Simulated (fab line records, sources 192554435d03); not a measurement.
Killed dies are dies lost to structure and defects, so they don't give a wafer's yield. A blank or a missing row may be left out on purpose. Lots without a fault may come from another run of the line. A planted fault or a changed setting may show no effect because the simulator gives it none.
Chamber matching | flow n5_finfet | N5_BEOL_M4_PECVD_72 on pecvd-01: 3 sister chambers
The step deposits SiO2 from TEOS/O2, target thk 16 nm, time 18 s. 14 wafers are shown with their chamber, then 7 later ones without.

WAFERS WITH THEIR CHAMBER
wafer  | chamber | throttle_valve_pct (%) | heater_power_w (W) | heater_power_outer_w (W)
L076.2 | 2       | 21.9                   | 658                | 363
L076.3 | 1       | 23.4                   | 746                | 381
L076.6 | 0       | 24.0                   | 666                | 356
L077.3 | 2       | 22.1                   | 632                | 375
L077.5 | 0       | 23.8                   | 618                | 329
L077.6 | 2       | 22.0                   | 660                | 363
L083.1 | 2       | 22.1                   | 685                | 371
L083.4 | 2       | 22.3                   | 651                | 375
L083.5 | 1       | 23.4                   | 855                | 471
L086.2 | 1       | 23.2                   | 769                | 413
L086.3 | 0       | 23.7                   | 603                | 309
L086.6 | 1       | 23.6                   | 780                | 426
L090.1 | 1       | 23.3                   | 793                | 434
L090.3 | 2       | 22.0                   | 614                | 350

SIGNATURES (means of the wafers above)
reading              | chamber 0 | chamber 1 | chamber 2 | scatter within a chamber
throttle_valve_pct   | 23.833    | 23.380    | 22.067    | 0.144
heater_power_w       | 629.00    | 788.60    | 650.00    | 32.9
heater_power_outer_w | 331.33    | 425.00    | 366.17    | 23.1
Rule: a wafer's distance from a chamber is the root of the sum, over the readings, of the square of ((its reading less the chamber's mean) divided by the reading's scatter). The wafer belongs to the nearest chamber; if the next one is less than 2 further off, it can't be placed. The scatter: the root of (the sum of the squares of (reading less its chamber's mean) over the shown wafers, divided by (wafers less chambers)).

WAFERS WITHOUT THEIR CHAMBER
wafer  | throttle_valve_pct (%) | heater_power_w (W) | heater_power_outer_w (W)
L090.5 | 23.7                   | 670                | 364
L091.2 | 22.2                   | 711                | 397
L091.5 | 23.9                   | 659                | 376
L091.6 | 22.4                   | 684                | 409
L096.4 | 22.3                   | 575                | 294
L096.5 | 23.3                   | 709                | 368
L096.6 | 22.3                   | 561                | 299

WHICH CHAMBER EACH WENT THROUGH
wafer  | from the rows above     | in truth
L090.5 | 0                       | 0
L091.2 | 2                       | 2
L091.5 | 0                       | 0
L091.6 | 2                       | 2
L096.4 | 2                       | 2
L096.5 | can't be placed: 1 or 0 | 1
L096.6 | 2                       | 2
Placed correctly: 6 of 7. Can't be placed from these rows: 1 (the true chamber is among the candidates in 1). Placed wrongly: 0.
